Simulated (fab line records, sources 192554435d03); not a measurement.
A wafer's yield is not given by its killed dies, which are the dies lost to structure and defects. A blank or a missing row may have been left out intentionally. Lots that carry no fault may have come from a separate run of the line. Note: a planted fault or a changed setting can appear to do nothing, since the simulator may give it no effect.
Matching of chambers + flow n5 finfet + rie diel-05 running N5_BEOL_M3_ETCH_77: 4 sister chambers
The step etches underlayer in N2/H2, target depth 6.5 nm, time 5.2 s. 8 wafers are shown with their chamber, then 10 later ones without.

WAFERS WITH THEIR CHAMBER
| wafer  | chamber | drypump motor current A (A) | showerhead plenum p Torr (Torr) |
|--------|---------|-----------------------------|---------------------------------|
| L080.2 | 3       | 6.2                         | 2.62                            |
| L084.3 | 2       | 5.3                         | 2.58                            |
| L086.5 | 1       | 6.1                         | 2.44                            |
| L091.2 | 0       | 6.0                         | 2.60                            |
| L091.3 | 2       | 5.3                         | 2.57                            |
| L091.6 | 1       | 6.1                         | 2.44                            |
| L093.1 | 3       | 6.2                         | 2.61                            |
| L093.2 | 0       | 5.9                         | 2.60                            |

WAFERS WHOSE CHAMBER IS MISSING
| wafer  | drypump motor current A (A) | showerhead plenum p Torr (Torr) |
|--------|-----------------------------|---------------------------------|
| L093.5 | 5.9                         | 2.60                            |
| L094.1 | 6.2                         | 2.61                            |
| L094.2 | 5.3                         | 2.57                            |
| L094.4 | 6.2                         | 2.44                            |
| L095.1 | 5.3                         | 2.57                            |
| L095.3 | 6.1                         | 2.44                            |
| L095.6 | 6.1                         | 2.44                            |
| L097.1 | 6.1                         | 2.44                            |
| L097.4 | 5.9                         | 2.59                            |
| L097.6 | 6.1                         | 2.44                            |

WHICH CHAMBER EACH WENT THROUGH
| wafer  | from the rows above | in truth |
|--------|---------------------|----------|
| L093.5 | 0                   | 0        |
| L094.1 | 3                   | 3        |
| L094.2 | 2                   | 2        |
| L094.4 | 1                   | 1        |
| L095.1 | 2                   | 2        |
| L095.3 | 1                   | 1        |
| L095.6 | 1                   | 1        |
| L097.1 | 1                   | 1        |
| L097.4 | 0                   | 0        |
| L097.6 | 1                   | 1        |
Correctly placed: 10 of 10. Not placeable from these rows: 0. 0 placed wrongly.
How it was worked out, from the rows above alone: a wafer's distance from a chamber is the root of the sum, over the readings, of the square of ((its reading less the chamber's mean) divided by the reading's scatter). If the next closest chamber is less than 2 further off than the closest, the wafer can't be placed; otherwise it belongs to the closest. The mean given for a chamber averages the wafers shown for that chamber. How the scatter is found: for the shown wafers, subtract from each reading the mean of its chamber, square and add these, divide the total by (wafers less chambers), then take the root.
